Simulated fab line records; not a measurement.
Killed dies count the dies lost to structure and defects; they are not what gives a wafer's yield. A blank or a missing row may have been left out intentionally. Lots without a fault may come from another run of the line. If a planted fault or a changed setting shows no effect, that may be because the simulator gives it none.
A struck lot beside a sound one / flow n5_finfet / 25 steps out of a route of 1938
Sound: these wafers, L183.1, L183.4, L183.5. Struck: wafers L200.1, L200.3, L200.5. The cause is named last.
For every step that has rows: the tool of each side, followed by ch and its chambers, followed by its first start. Under that, the readings that differ: sound wafers / struck wafers / difference of the means / sigmas: that difference in standard deviations of wafers without a fault.
alike: readings whose means differ by less than 2 such deviations, and words and numbers that are the same on both sides. not compared: withheld readings, readings that some wafer has no value for, bounds like >300 that may hide the same value, and numbers for which the record gives no deviation and whose values overlap.
A row with sigmas, a row that says differs or no value, or rows on one side alone: a step with any of these is where the two part. Numbers that don't overlap but have no deviation are shown without sigmas and don't part them. Lack of a reading on every wafer of one side parts them only where that side has two or more wafers.

first, 11 steps without rows for these wafers: N5_MOL_CONTACT_COAG_ETCHBACK_135 (etches SiO2 in CHF3, target depth 25 nm, time 16.7 s); N5_MOL_CONTACT_COAG_STRIP_118 (strips in CHF3); N5_MOL_CONTACT_COAG_VIA_ETCH_46 (etches SiO2 in C4F6/O2, target depth 46 nm, overetch 9.2 nm, time 40 s); N5_MOL_CONTACT_COAG_STRIP_96 (strips in N2/H2); N5_MOL_CONTACT_COAG_ETCH_47 (etches SiNx in CH3F/O2, stops on W, target depth 27 nm); N5_MOL_CONTACT_COAG_STRIP_119 (strips in N2/H2, time 30 s); N5_MOL_CONTACT_COAG_PRECLEAN_144 (cleans in alkaline clean, time 60 s); N5_MOL_CONTACT_COAG_SRD_145 (time 30 s); N5_MOL_CONTACT_COAG_COAT_62 (time 60 s, resist thk 60 nm); N5_MOL_CONTACT_COAG_COAT_63 (time 60 s, resist thk 10 nm); N5_MOL_CONTACT_COAG_COAT_64 (time 60 s, resist thk 10 nm).
N5_MOL_CONTACT_COAG_COAT_34: resist thk 40 nm.
  sound on litho_track-04 ch 0, day 6 16:31; struck on litho_track-04 ch 0, day 10 16:45
reading=spin_speed_rpm (rpm); sound=1501.4 1500.8 1500.1; struck=1586.9 1587.1 1587.7; difference=+86.5; sigmas=+86
reading=model.CAR-EUV_of_MOL_CONTACT_COAG_COAT_34.thk_nm (nm); sound=39.8 39.8 39.8; struck=38.8 38.6 38.8; difference=-1.1; sigmas=
then, 9 steps without rows for these wafers: N5_MOL_CONTACT_COAG_EBR_36; N5_MOL_CONTACT_COAG_SOFTBAKE_35 (time 60 s); N5_MOL_CONTACT_COAG_EXPOSE_37 (exposes mask VD, defocus 0 nm); N5_MOL_CONTACT_COAG_PEB_38 (peb time 60 s); N5_MOL_CONTACT_COAG_DEVELOP_39 (develop time 30 s); N5_MOL_CONTACT_COAG_DESCUM_45 (chemistry O2, time 7 s); N5_MOL_CONTACT_COAG_ETCH_65 (etches underlayer in N2/H2, target depth 13 nm, time 10.4 s); N5_MOL_CONTACT_COAG_ETCH_66 (etches SiARC in CF4, target depth 13 nm, time 21.7 s); N5_MOL_CONTACT_COAG_ALD_133 (deposits SiO2, target thk 5 nm, pulse time 1 s, co reactant pulse time 1 s).
N5_MOL_CONTACT_COAG_ETCHBACK_134: etches SiO2 in CHF3, target depth 10 nm, time 6.7 s.
  sound on rie_diel-02 ch 2,3, day 6 18:12; struck on rie_diel-02 ch 0,2, day 10 17:43
reading=throttle_valve_pct (%); sound=18.47 18.45 18.86; struck=18.93 18.91 18.91; difference=+0.32; sigmas=+2
reading=model.CAR-EUV_of_MOL_CONTACT_COAG_COAT_34.thk_nm (nm); sound=15.2 15 15.2; struck=14.2 14.4 14.4; difference=-0.8; sigmas=
  alike: bias_w, drypump_motor_current_A, oes_product_au, rf_vpp_V, showerhead_plenum_p_Torr
  not compared: rf_hours_counter_h
then, 1 step without rows for these wafers: N5_MOL_CONTACT_COAG_ETCH_67 (etches SOC in N2/H2, target depth 60 nm, overetch 21 nm, time 101.2 s).
-- here the record skips 3 days between the struck wafers' starts before and after, leaving off in module MOL_CONTACT_COAG and picking up in module BEOL_M4 (first step shown: number 1111 of the route) --
N5_BEOL_M4_RC_MEAS_101:
  sound on prober-02 ch 0, day 9 23:12; struck on prober-01 ch 0, day 13 23:37
  alike: DIBL_N, DIBL_P, IOFF_N, IOFF_P, ION_N, ION_P, SS_N, SS_P, VT_N, VT_P
N5_PASSIVATION_PROBE_49:
  sound wafers here have rows in the record (prober-02, day 16 01:36); struck ones have none

WHERE THEY PART
First at N5_MOL_CONTACT_COAG_COAT_34; last, within this record, at N5_PASSIVATION_PROBE_49.

WHY: what had been put in by the simulator
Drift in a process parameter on litho_track-04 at N5_MOL_CONTACT_COAG_COAT_34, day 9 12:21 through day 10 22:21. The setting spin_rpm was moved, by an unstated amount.
